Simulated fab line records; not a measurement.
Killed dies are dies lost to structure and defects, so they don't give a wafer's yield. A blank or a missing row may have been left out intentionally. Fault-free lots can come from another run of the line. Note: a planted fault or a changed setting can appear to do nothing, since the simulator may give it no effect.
What tool caused it? ; flow n5_finfet ; 24 lots with 72 wafers sampled at 5 steps, on a route of 1938 steps

== WHAT THE GAUGES READ, wafer by wafer ==
N5_ZERO_LAYER_INSPECT_20: inspects for defects (darkfield).
lot;measured;on;raw_defect_count
L074;day 1 13:18;defect_inspect-01;24 48 25
L075;day 1 19:23;defect_inspect-02;18 22 47
L076;day 2 01:15;defect_inspect-01;17 44 29
L077;day 2 07:17;defect_inspect-01;25 23 13
L078;day 2 13:23;defect_inspect-01;15 24 19
L079;day 2 19:24;defect_inspect-02;14 35 23
L080;day 3 01:25;defect_inspect-01;36 63 77
L081;day 3 07:17;defect_inspect-01;32 53 23
L082;day 3 13:23;defect_inspect-01;42 27 25
L083;day 3 19:37;defect_inspect-01;28 20 36
L084;day 4 01:23;defect_inspect-01;25 18 25
L085;day 4 07:23;defect_inspect-01;46 19 40
L086;day 4 13:32;defect_inspect-01;46 53 37
L087;day 4 19:23;defect_inspect-02;29 26 18
L088;day 5 01:29;defect_inspect-02;18 23 28
L089;day 5 07:32;defect_inspect-02;30 17 34
L090;day 5 13:15;defect_inspect-02;25 60 28
L091;day 5 19:33;defect_inspect-02;33 44 63
L092;day 6 01:43;defect_inspect-02;49 28 17
L093;day 6 07:53;defect_inspect-02;40 42 46
L094;day 6 13:56;defect_inspect-02;18 27 29
L095;day 6 19:38;defect_inspect-02;20 29 31
L096;day 7 01:15;defect_inspect-01;19 25 27
L097;day 7 07:15;defect_inspect-02;20 63 47

N5_WELL_APT_CD_MEAS_08: target cd 200 nm.
lot;measured;on;cd_nm (nm)
L074;day 1 13:36;cd_sem-02;199.3 196.4 201.8
L075;day 1 19:49;cd_sem-02;197.9 199.9 199.7
L076;day 2 01:35;cd_sem-01;201.1 199.0 200.8
L077;day 2 07:35;cd_sem-01;199.3 199.8 198.5
L078;day 2 13:41;cd_sem-01;199.4 201.4 198.9
L079;day 2 19:43;cd_sem-01;198.2 199.4 200.2
L080;day 3 01:51;cd_sem-01;195.9 199.1 198.3
L081;day 3 07:35;cd_sem-03;199.9 200.8 200.7
L082;day 3 13:49;cd_sem-03;200.6 198.9 197.4
L083;day 3 20:02;cd_sem-02;199.8 199.6 199.7
L084;day 4 01:48;cd_sem-02;200.4 199.4 202.9
L085;day 4 07:49;cd_sem-02;200.8 201.3 198.8
L086;day 4 13:58;cd_sem-01;199.0 203.9 202.4
L087;day 4 19:41;cd_sem-01;199.4 200.7 199.4
L088;day 5 01:55;cd_sem-02;199.8 205.7 206.3
L089;day 5 07:59;cd_sem-02;198.9 198.9 196.7
L090;day 5 13:34;cd_sem-03;197.7 199.6 200.4
L091;day 5 19:52;cd_sem-03;198.7 198.4 200.3
L092;day 6 02:09;cd_sem-01;200.9 201.9 203.1
L093;day 6 08:11;cd_sem-02;199.7 200.7 201.8
L094;day 6 14:22;cd_sem-03;200.7 199.9 201.1
L095;day 6 19:56;cd_sem-03;198.2 197.1 199.4
L096;day 7 01:41;cd_sem-02;201.2 201.8 203.4
L097;day 7 07:34;cd_sem-01;196.6 196.9 196.6

N5_WELL_APT_OVL_MEAS_26.
lot;measured;on;PWELL_OVL (nm)
L074;day 1 14:53;overlay-01;-2 -3 -7
L075;day 1 21:07;overlay-02;3 2 12
L076;day 2 02:44;overlay-01;1 1 2
L077;day 2 09:46;overlay-01;5 4 -1
L078;day 2 15:02;overlay-01;2 -2 -3
L079;day 2 21:07;overlay-01;4 9 -1
L080;day 3 03:08;overlay-01;-3 6 0
L081;day 3 08:58;overlay-01;-1 2 -1
L082;day 3 14:59;overlay-02;9 6 0
L083;day 3 21:22;overlay-01;4 -1 1
L084;day 4 02:58;overlay-01;-4 1 1
L085;day 4 09:01;overlay-02;5 6 3
L086;day 4 15:10;overlay-01;-4 4 1
L087;day 4 20:58;overlay-01;7 5 16
L088;day 5 03:32;overlay-01;-3 -6 1
L089;day 5 09:08;overlay-01;-1 0 -7
L090;day 5 14:52;overlay-02;3 2 7
L091;day 5 21:01;overlay-01;7 9 11
L092;day 6 03:18;overlay-02;3 2 -2
L093;day 6 09:28;overlay-02;0 -5 -6
L094;day 6 15:42;overlay-02;-6 3 -8
L095;day 6 21:05;overlay-02;6 -2 -5
L096;day 7 02:58;overlay-02;-3 -5 0
L097;day 7 08:51;overlay-01;8 5 4

N5_FIN_SAQP_THK_MEAS_07.
lot;measured;on;thk_nm (nm)
L074;day 1 21:49;film_metro-01;58.3 60.0 59.8
L075;day 2 04:50;film_metro-01;59.1 60.4 60.3
L076;day 2 10:47;film_metro-01;57.5 58.8 60.6
L077;day 2 16:32;film_metro-02;59.9 59.7 60.8
L078;day 2 22:57;film_metro-02;58.6 60.3 60.1
L079;day 3 03:37;film_metro-01;58.7 60.3 60.2
L080;day 3 09:44;film_metro-01;59.1 59.7 60.0
L081;day 3 15:14;film_metro-01;58.4 60.5 59.7
L082;day 3 22:07;film_metro-01;59.3 59.3 60.2
L083;day 4 04:22;film_metro-01;60.6 60.8 61.2
L084;day 4 10:20;film_metro-01;59.2 59.6 60.2
L085;day 4 15:52;film_metro-01;60.5 61.5 61.4
L086;day 5 00:27;film_metro-01;59.3 58.8 58.7
L087;day 5 04:13;film_metro-02;60.4 61.4 60.1
L088;day 5 10:59;film_metro-02;60.0 59.7 60.7
L089;day 5 15:59;film_metro-02;60.0 61.3 60.4
L090;day 5 21:47;film_metro-02;59.0 59.0 60.8
L091;day 6 04:23;film_metro-02;58.6 59.4 60.0
L092;day 6 10:04;film_metro-02;60.4 59.0 61.1
L093;day 6 15:50;film_metro-01;60.3 60.2 60.6
L094;day 6 23:49;film_metro-01;60.6 61.5 60.7
L095;day 7 04:04;film_metro-01;58.8 59.2 59.0
L096;day 7 09:25;film_metro-01;60.1 59.6 61.0
L097;day 7 14:47;film_metro-01;59.9 60.3 61.6

N5_FIN_SAQP_INSPECT_18: inspects for defects (brightfield).
lot;measured;on;raw_defect_count
L074;day 1 22:22;defect_inspect-01;250 345 261
L075;day 2 05:17;defect_inspect-01;416 303 296
L076;day 2 11:19;defect_inspect-02;440 378 357
L077;day 2 16:57;defect_inspect-01;379 487 341
L078;day 2 23:32;defect_inspect-02;329 389 295
L079;day 3 04:11;defect_inspect-01;382 410 353
L080;day 3 10:16;defect_inspect-02;261 261 321
L081;day 3 15:46;defect_inspect-01;344 338 442
L082;day 3 22:32;defect_inspect-01;334 525 386
L083;day 4 04:48;defect_inspect-01;583 533 325
L084;day 4 12:35;defect_inspect-01;222 311 299
L085;day 4 16:32;defect_inspect-01;502 421 439
L086;day 5 00:52;defect_inspect-01;380 405 432
L087;day 5 04:49;defect_inspect-02;561 390 484
L088;day 5 11:25;defect_inspect-02;303 259 280
L089;day 5 16:32;defect_inspect-02;347 387 430
L090;day 5 22:20;defect_inspect-02;349 246 289
L091;day 6 04:56;defect_inspect-02;208 182 264
L092;day 6 10:38;defect_inspect-01;282 254 291
L093;day 6 16:23;defect_inspect-01;432 290 495
L094;day 7 00:22;defect_inspect-02;506 371 471
L095;day 7 04:37;defect_inspect-02;353 478 348
L096;day 7 09:58;defect_inspect-02;434 319 263
L097;day 7 15:20;defect_inspect-01;558 453 446

== TOOL THAT RAN EACH LOT (tool first, then ch and the chambers of the sampled wafers, then the start) ==
Record: no process step prior to these readings.

== AS READ BY THE TOOLS THEMSELVES (means over the sampled wafers that have a number; for cases with no such wafer, the mark the record gives instead) ==
The record holds no such reading with a usual standard deviation.

== THE ANSWER, worked out from the rows above alone ==
Rule: the usual values come from the lots themselves. Put in order of their means at a reading, lots are off if they are a third of the lots or fewer, leave a main group of 4 or more, and stand apart from it by a gap of 3 or more times the standard deviation of the main group's means; of several such gaps the widest counts. The tables above print the reading to a certain number of digits; a main group whose means all agree to those digits is not used. A lot without any number at a reading at which 4 lots or more have one is off too. All remaining lots with rows at the step are treated as sound. The gauges are gone through in route order, then the tools' own readings, and for those a lot's mean is taken as printed above. The first step at which some lot is off is used, and at that step the reading that is off furthest; a lot without a number counts as furthest.
Nothing can be told from this: no lot is off at any reading shown.

== WHAT WAS PUT IN BY THE SIMULATOR ==
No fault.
